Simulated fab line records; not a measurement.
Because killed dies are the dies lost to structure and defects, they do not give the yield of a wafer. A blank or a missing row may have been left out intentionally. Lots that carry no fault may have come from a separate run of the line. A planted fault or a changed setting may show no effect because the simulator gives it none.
Matching of chambers :: flow nand-harc :: NHARC_P_GATE_DESCUM_48 on rie-diel-07 has 4 sister chambers
The step chemistry O2, time 3 s. 4 wafers are shown with their chamber, then 12 later ones without.

== WAFERS WITH THEIR CHAMBER ==
wafer: L084.5
chamber: 2
showerhead-plenum-p-Torr (Torr): 1.97

wafer: L087.1
chamber: 0
showerhead-plenum-p-Torr (Torr): 1.96

wafer: L087.3
chamber: 3
showerhead-plenum-p-Torr (Torr): 2.04

wafer: L087.6
chamber: 1
showerhead-plenum-p-Torr (Torr): 2.04

== WAFERS MISSING THEIR CHAMBER ==
wafer: L090.2
showerhead-plenum-p-Torr (Torr): 2.04

wafer: L090.5
showerhead-plenum-p-Torr (Torr): 2.04

wafer: L090.6
showerhead-plenum-p-Torr (Torr): 1.96

wafer: L089.1
showerhead-plenum-p-Torr (Torr): 1.97

wafer: L089.2
showerhead-plenum-p-Torr (Torr): 1.96

wafer: L089.6
showerhead-plenum-p-Torr (Torr): 2.04

wafer: L094.3
showerhead-plenum-p-Torr (Torr): 2.04

wafer: L094.4
showerhead-plenum-p-Torr (Torr): 1.96

wafer: L094.5
showerhead-plenum-p-Torr (Torr): 2.04

wafer: L093.2
showerhead-plenum-p-Torr (Torr): 2.04

wafer: L093.3
showerhead-plenum-p-Torr (Torr): 2.04

wafer: L093.5
showerhead-plenum-p-Torr (Torr): 2.03

== CHAMBER TAKEN BY EACH ==
wafer: L090.2
from the rows above: can't be placed: 1 or 3
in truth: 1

wafer: L090.5
from the rows above: can't be placed: 1 or 3
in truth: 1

wafer: L090.6
from the rows above: 0
in truth: 0

wafer: L089.1
from the rows above: 2
in truth: 2

wafer: L089.2
from the rows above: 0
in truth: 0

wafer: L089.6
from the rows above: can't be placed: 1 or 3
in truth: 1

wafer: L094.3
from the rows above: can't be placed: 1 or 3
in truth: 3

wafer: L094.4
from the rows above: 0
in truth: 0

wafer: L094.5
from the rows above: can't be placed: 1 or 3
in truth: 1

wafer: L093.2
from the rows above: can't be placed: 1 or 3
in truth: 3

wafer: L093.3
from the rows above: can't be placed: 1 or 3
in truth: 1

wafer: L093.5
from the rows above: can't be placed: 1 or 3
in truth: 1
Placed correctly: 4 of 12. Not placeable from these rows: 8 (in 8, the candidates include the true chamber). 0 placed wrongly.
How it was worked out, from the rows above alone: a wafer's distance from a chamber is the root of the sum, over the readings, of the square of ((its reading less the chamber's mean) divided by the reading's scatter). If the next closest chamber is less than 2 further off than the closest, the wafer can't be placed; otherwise it belongs to the closest. A chamber's mean is the mean of its shown wafers. The scatter: root of mean squared gap, hidden wafer to nearest shown wafer, with one shown wafer a chamber.
